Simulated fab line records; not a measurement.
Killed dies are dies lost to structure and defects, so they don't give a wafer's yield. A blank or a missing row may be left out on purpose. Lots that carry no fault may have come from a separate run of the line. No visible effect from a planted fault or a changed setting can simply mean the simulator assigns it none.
Which tool did it? :: flow n5 finfet :: 12 lots, 36 wafers sampled, at 4 steps of a route of 1938

== WHAT THE GAUGES SHOWED, per wafer ==
No reading from a measuring or inspecting step in the record can be judged against a usual standard deviation.

== EACH LOT AND THE TOOL THAT RAN IT (in order: tool; ch and the chambers of the sampled wafers; start) ==
lot: L802
N5_SDB_PRECLEAN_39: wet bench-04 ch 1,3,6, day 4 10:07
N5_PASSIVATION_VIA_ETCH_13: rie diel-06 ch 1,2, day 14 05:47
N5_PASSIVATION_STRIP_48: rie diel-03 ch 1,3, day 14 09:55
N5_PASSIVATION_PROBE_49: prober-02, day 14 12:28

lot: L803
N5_SDB_PRECLEAN_39: wet bench-04 ch 4,6,7, day 4 14:33
N5_PASSIVATION_VIA_ETCH_13: rie diel-02 ch 0,2,3, day 15 00:35
N5_PASSIVATION_STRIP_48: rie diel-04 ch 2,3, day 15 05:35
N5_PASSIVATION_PROBE_49: prober-01, day 15 09:11

lot: L804
N5_SDB_PRECLEAN_39: wet bench-06 ch 0,1,5, day 4 17:02
N5_PASSIVATION_VIA_ETCH_13: rie diel-05 ch 0,1,2, day 14 19:24
N5_PASSIVATION_STRIP_48: rie diel-04 ch 0,1,2, day 15 00:37
N5_PASSIVATION_PROBE_49: prober-01, day 15 03:07

lot: L805
N5_SDB_PRECLEAN_39: wet bench-03 ch 2,3,7, day 5 02:31
N5_PASSIVATION_VIA_ETCH_13: rie diel-05 ch 0,1, day 15 00:19
N5_PASSIVATION_STRIP_48: rie diel-03 ch 0,1,2, day 15 04:58
N5_PASSIVATION_PROBE_49: prober-01, day 15 07:40

lot: L806
N5_SDB_PRECLEAN_39: wet bench-03 ch 0,1,3, day 5 11:31
N5_PASSIVATION_VIA_ETCH_13: rie diel-06 ch 0,2,3, day 14 19:37
N5_PASSIVATION_STRIP_48: rie diel-01 ch 0,1, day 15 01:17
N5_PASSIVATION_PROBE_49: prober-01, day 15 03:49

lot: L808
N5_SDB_PRECLEAN_39: wet bench-04 ch 3,5,6, day 5 19:45
N5_PASSIVATION_VIA_ETCH_13: rie diel-06 ch 0,1, day 15 20:02
N5_PASSIVATION_STRIP_48: rie diel-03 ch 1,2,3, day 16 00:34
N5_PASSIVATION_PROBE_49: prober-02, day 16 03:04

lot: L809
N5_SDB_PRECLEAN_39: wet bench-04 ch 4,5,6, day 6 02:24
N5_PASSIVATION_VIA_ETCH_13: rie diel-06 ch 0,2,3, day 15 15:02
N5_PASSIVATION_STRIP_48: rie diel-01 ch 1,2,3, day 15 18:55
N5_PASSIVATION_PROBE_49: prober-02, day 15 21:25

lot: L810
N5_SDB_PRECLEAN_39: wet bench-04 ch 0,3,5, day 6 07:52
N5_PASSIVATION_VIA_ETCH_13: rie diel-02 ch 0,1, day 16 00:56
N5_PASSIVATION_STRIP_48: rie diel-03 ch 2,3, day 16 04:55
N5_PASSIVATION_PROBE_49: prober-01, day 16 07:28

lot: L817
N5_SDB_PRECLEAN_39: wet bench-04 ch 0,2,5, day 8 03:04
N5_PASSIVATION_VIA_ETCH_13: rie diel-06 ch 0,2,3, day 17 22:27
N5_PASSIVATION_STRIP_48: rie diel-03 ch 0,1,3, day 18 02:58
N5_PASSIVATION_PROBE_49: prober-01, day 18 06:30

lot: L819
N5_SDB_PRECLEAN_39: wet bench-04 ch 0,2,4, day 8 15:50
N5_PASSIVATION_VIA_ETCH_13: rie diel-05 ch 1,2,3, day 17 22:37
N5_PASSIVATION_STRIP_48: rie diel-04 ch 1,2,3, day 18 02:37
N5_PASSIVATION_PROBE_49: prober-02, day 18 05:10

lot: L820
N5_SDB_PRECLEAN_39: wet bench-06 ch 0,1,3, day 8 19:05
N5_PASSIVATION_VIA_ETCH_13: rie diel-05 ch 0,3, day 18 11:56
N5_PASSIVATION_STRIP_48: rie diel-01 ch 0,2, day 18 15:59
N5_PASSIVATION_PROBE_49: prober-01, day 18 18:31

lot: L821
N5_SDB_PRECLEAN_39: wet bench-06 ch 1,5,7, day 9 03:07
N5_PASSIVATION_VIA_ETCH_13: rie diel-05 ch 0,2, day 19 03:41
N5_PASSIVATION_STRIP_48: rie diel-01 ch 0,2, day 19 08:04
N5_PASSIVATION_PROBE_49: prober-02, day 19 11:17
- N5_SDB_PRECLEAN_39: cleans in O3/DIW, time 45 s.
- N5_PASSIVATION_VIA_ETCH_13: etches SiO2 in CHF3/O2, target depth 660 nm, time 330 s.
- N5_PASSIVATION_STRIP_48: strips in O2.
- N5_PASSIVATION_PROBE_49

== WHAT THE TOOLS THEMSELVES READ (means of the sampled wafers that have a number; where no wafer has one, the mark that the record gives instead) ==
N5_SDB_PRECLEAN_39.
lot: L802
tool: wet bench-04
o3 ppm: 9.98

lot: L803
tool: wet bench-04
o3 ppm: 9.98

lot: L804
tool: wet bench-06
o3 ppm: 10.10

lot: L805
tool: wet bench-03
o3 ppm: 10.07

lot: L806
tool: wet bench-03
o3 ppm: 9.96

lot: L808
tool: wet bench-04
o3 ppm: 10.04

lot: L809
tool: wet bench-04
o3 ppm: 9.90

lot: L810
tool: wet bench-04
o3 ppm: 9.89

lot: L817
tool: wet bench-04
o3 ppm: 9.99

lot: L819
tool: wet bench-04
o3 ppm: 10.02

lot: L820
tool: wet bench-06
o3 ppm: 9.86

lot: L821
tool: wet bench-06
o3 ppm: 10.12

N5_PASSIVATION_VIA_ETCH_13.
lot: L802
tool: rie diel-06
chamber pressure mTorr (mTorr): 29.996
drypump motor current A (A): 5.7
etch rf on time s (s): 239
oes_ar_750_au (a.u.): 0.82
oes product au (a.u.): 0.74
rf vpp V (V): 524
showerhead plenum p Torr (Torr): 2.33
throttle valve pct (%): 18.80

lot: L803
tool: rie diel-02
chamber pressure mTorr (mTorr): 30.008
drypump motor current A (A): 5.5
etch rf on time s (s): 235
oes_ar_750_au (a.u.): 0.76
oes product au (a.u.): 0.69
rf vpp V (V): 530
showerhead plenum p Torr (Torr): 2.39
throttle valve pct (%): 18.74

lot: L804
tool: rie diel-05
chamber pressure mTorr (mTorr): 30.013
drypump motor current A (A): 5.4
etch rf on time s (s): 237
oes_ar_750_au (a.u.): 0.77
oes product au (a.u.): 0.69
rf vpp V (V): 523
showerhead plenum p Torr (Torr): 2.41
throttle valve pct (%): 18.73

lot: L805
tool: rie diel-05
chamber pressure mTorr (mTorr): 29.989
drypump motor current A (A): 5.7
etch rf on time s (s): 238
oes_ar_750_au (a.u.): 0.73
oes product au (a.u.): 0.65
rf vpp V (V): 521
showerhead plenum p Torr (Torr): 2.42
throttle valve pct (%): 18.72

lot: L806
tool: rie diel-06
chamber pressure mTorr (mTorr): 29.999
drypump motor current A (A): 6.2
etch rf on time s (s): 235
oes_ar_750_au (a.u.): 0.88
oes product au (a.u.): 0.79
rf vpp V (V): 519
showerhead plenum p Torr (Torr): 2.35
throttle valve pct (%): 18.74

lot: L808
tool: rie diel-06
chamber pressure mTorr (mTorr): 30.010
drypump motor current A (A): 5.5
etch rf on time s (s): 235
oes_ar_750_au (a.u.): 0.81
oes product au (a.u.): 0.74
rf vpp V (V): 523
showerhead plenum p Torr (Torr): 2.33
throttle valve pct (%): 18.72

lot: L809
tool: rie diel-06
chamber pressure mTorr (mTorr): 29.996
drypump motor current A (A): 6.2
etch rf on time s (s): 234
oes_ar_750_au (a.u.): 0.87
oes product au (a.u.): 0.79
rf vpp V (V): 520
showerhead plenum p Torr (Torr): 2.35
throttle valve pct (%): 18.75

lot: L810
tool: rie diel-02
chamber pressure mTorr (mTorr): 29.986
drypump motor current A (A): 6.2
etch rf on time s (s): 234
oes_ar_750_au (a.u.): 0.79
oes product au (a.u.): 0.72
rf vpp V (V): 525
showerhead plenum p Torr (Torr): 2.50
throttle valve pct (%): 18.77

lot: L817
tool: rie diel-06
chamber pressure mTorr (mTorr): 30.001
drypump motor current A (A): 6.2
etch rf on time s (s): 240
oes_ar_750_au (a.u.): 0.84
oes product au (a.u.): 0.76
rf vpp V (V): 519
showerhead plenum p Torr (Torr): 2.34
throttle valve pct (%): 18.78

lot: L819
tool: rie diel-05
chamber pressure mTorr (mTorr): 30.018
drypump motor current A (A): 5.7
etch rf on time s (s): 242
oes_ar_750_au (a.u.): 0.74
oes product au (a.u.): 0.67
rf vpp V (V): 523
showerhead plenum p Torr (Torr): 2.40
throttle valve pct (%): 18.71

lot: L820
tool: rie diel-05
chamber pressure mTorr (mTorr): 30.009
drypump motor current A (A): 5.5
etch rf on time s (s): 239
oes_ar_750_au (a.u.): 0.71
oes product au (a.u.): 0.64
rf vpp V (V): 526
showerhead plenum p Torr (Torr): 2.48
throttle valve pct (%): 18.71

lot: L821
tool: rie diel-05
chamber pressure mTorr (mTorr): 30.000
drypump motor current A (A): 5.1
etch rf on time s (s): 244
oes_ar_750_au (a.u.): 0.75
oes product au (a.u.): 0.67
rf vpp V (V): 526
showerhead plenum p Torr (Torr): 2.43
throttle valve pct (%): 18.82

N5_PASSIVATION_STRIP_48.
lot: L802
tool: rie diel-03
chamber pressure mTorr (mTorr): 30.09
drypump motor current A (A): 6.0
oes product au (a.u.): 0.77
rf vpp V (V): 3.1
showerhead plenum p Torr (Torr): 2.18
throttle valve pct (%): 16.77

lot: L803
tool: rie diel-04
chamber pressure mTorr (mTorr): 29.90
drypump motor current A (A): 6.1
oes product au (a.u.): 0.82
rf vpp V (V): 4.1
showerhead plenum p Torr (Torr): 2.17
throttle valve pct (%): 16.59

lot: L804
tool: rie diel-04
chamber pressure mTorr (mTorr): 30.10
drypump motor current A (A): 5.5
oes product au (a.u.): 0.78
rf vpp V (V): 7.2
showerhead plenum p Torr (Torr): 2.12
throttle valve pct (%): 16.54

lot: L805
tool: rie diel-03
chamber pressure mTorr (mTorr): 29.93
drypump motor current A (A): 5.8
oes product au (a.u.): 0.89
rf vpp V (V): 4.5
showerhead plenum p Torr (Torr): 2.15
throttle valve pct (%): 16.50

lot: L806
tool: rie diel-01
chamber pressure mTorr (mTorr): 29.90
drypump motor current A (A): 5.5
oes product au (a.u.): 0.77
rf vpp V (V): 5.5
showerhead plenum p Torr (Torr): 2.14
throttle valve pct (%): 16.69

lot: L808
tool: rie diel-03
chamber pressure mTorr (mTorr): 30.06
drypump motor current A (A): 5.5
oes product au (a.u.): 0.92
rf vpp V (V): 3.4
showerhead plenum p Torr (Torr): 2.19
throttle valve pct (%): 16.57

lot: L809
tool: rie diel-01
chamber pressure mTorr (mTorr): 29.92
drypump motor current A (A): 5.6
oes product au (a.u.): 0.81
rf vpp V (V): 2.7
showerhead plenum p Torr (Torr): 2.15
throttle valve pct (%): 16.67

lot: L810
tool: rie diel-03
chamber pressure mTorr (mTorr): 30.08
drypump motor current A (A): 5.1
oes product au (a.u.): 0.96
rf vpp V (V): 1.7
showerhead plenum p Torr (Torr): 2.20
throttle valve pct (%): 16.47

lot: L817
tool: rie diel-03
chamber pressure mTorr (mTorr): 29.99
drypump motor current A (A): 5.6
oes product au (a.u.): 0.85
rf vpp V (V): 3.8
showerhead plenum p Torr (Torr): 2.12
throttle valve pct (%): 16.54

lot: L819
tool: rie diel-04
chamber pressure mTorr (mTorr): 29.94
drypump motor current A (A): 5.7
oes product au (a.u.): 0.80
rf vpp V (V): 1.9
showerhead plenum p Torr (Torr): 2.17
throttle valve pct (%): 16.58

lot: L820
tool: rie diel-01
chamber pressure mTorr (mTorr): 30.03
drypump motor current A (A): 5.5
oes product au (a.u.): 0.78
rf vpp V (V): 4.1
showerhead plenum p Torr (Torr): 2.16
throttle valve pct (%): 16.70

lot: L821
tool: rie diel-01
chamber pressure mTorr (mTorr): 29.99
drypump motor current A (A): 5.4
oes product au (a.u.): 0.79
rf vpp V (V): 3.5
showerhead plenum p Torr (Torr): 2.16
throttle valve pct (%): 16.69

N5_PASSIVATION_PROBE_49.
lot: L802
tool: prober-02
killed_at_M0_to_M3: 27
killed_at_M4_up: 12
killed at contacts: 17
killed at front end: 31
killed at other: 9
killed dies: 96
killed open: 58
killed short: 35

lot: L803
tool: prober-01
killed_at_M0_to_M3: 27
killed_at_M4_up: 11
killed at contacts: 10
killed at front end: 30
killed at other: 3
killed dies: 81
killed open: 52
killed short: 28

lot: L804
tool: prober-01
killed_at_M0_to_M3: 25
killed_at_M4_up: 8
killed at contacts: 6
killed at front end: 41
killed at other: 3
killed dies: 83
killed open: 53
killed short: 30

lot: L805
tool: prober-01
killed_at_M0_to_M3: 34
killed_at_M4_up: 17
killed at contacts: 12
killed at front end: 35
killed at other: 2
killed dies: 100
killed open: 70
killed short: 28

lot: L806
tool: prober-01
killed_at_M0_to_M3: 26
killed_at_M4_up: 21
killed at contacts: 17
killed at front end: 64
killed at other: 1
killed dies: 129
killed open: 83
killed short: 41

lot: L808
tool: prober-02
killed_at_M0_to_M3: 43
killed_at_M4_up: 23
killed at contacts: 10
killed at front end: 40
killed at other: 4
killed dies: 121
killed open: 85
killed short: 34

lot: L809
tool: prober-02
killed_at_M0_to_M3: 34
killed_at_M4_up: 11
killed at contacts: 10
killed at front end: 35
killed at other: 3
killed dies: 93
killed open: 60
killed short: 29

lot: L810
tool: prober-01
killed_at_M0_to_M3: 47
killed_at_M4_up: 13
killed at contacts: 7
killed at front end: 36
killed at other: 2
killed dies: 105
killed open: 62
killed short: 42

lot: L817
tool: prober-01
killed_at_M0_to_M3: 36
killed_at_M4_up: 11
killed at contacts: 10
killed at front end: 158
killed at other: 2
killed dies: 217
killed open: 64
killed short: 31

lot: L819
tool: prober-02
killed_at_M0_to_M3: 30
killed_at_M4_up: 7
killed at contacts: 12
killed at front end: 155
killed at other: 7
killed dies: 211
killed open: 56
killed short: 29

lot: L820
tool: prober-01
killed_at_M0_to_M3: 30
killed_at_M4_up: 17
killed at contacts: 9
killed at front end: 60
killed at other: 0
killed dies: 117
killed open: 74
killed short: 42

lot: L821
tool: prober-02
killed_at_M0_to_M3: 33
killed_at_M4_up: 16
killed at contacts: 18
killed at front end: 35
killed at other: 4
killed dies: 106
killed open: 76
killed short: 30

== THE ANSWER, worked out from the rows above alone ==
Rule: usual is defined by the lots themselves. The widest of any qualifying gaps counts: lots, ordered by their means at a reading, are off when they make up no more than a third of the lots, leave a main group of 4 or more, and stand apart from it by 3 or more times the standard deviation of that group's means. A main group is skipped when, at the precision printed for the reading in the tables above, its means are all equal. A lot without any number at a reading at which 4 lots or more have one is off too. Where the step has rows for the other lots, those lots are counted as sound. First the gauges in route order, then the tools' own readings, where a lot's mean is used as printed above. At the first step where some lot is off, the reading lying furthest off is the one used; lots without a number count as furthest.
Off: L817, L819 (N5_PASSIVATION_PROBE_49, killed at front end). For the main group the mean is 41 and the standard deviation 11.
A tool fits if, at that step or a process step before it, it ran every lot that is off, and no sound lot after the first of them. One candidate fits, namely wet bench-04 at N5_SDB_PRECLEAN_39. Its last sound lot is L810 (day 6 07:52), its first lot that is off L817 (day 8 03:04): a fault that began between those two fits.

== WHAT THE SIMULATOR HAD PUT IN ==
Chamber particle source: wet bench-04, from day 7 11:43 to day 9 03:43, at N5_SDB_PRECLEAN_39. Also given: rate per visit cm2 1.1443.
Lots struck among those shown: L817, L819. The rule above found the same.
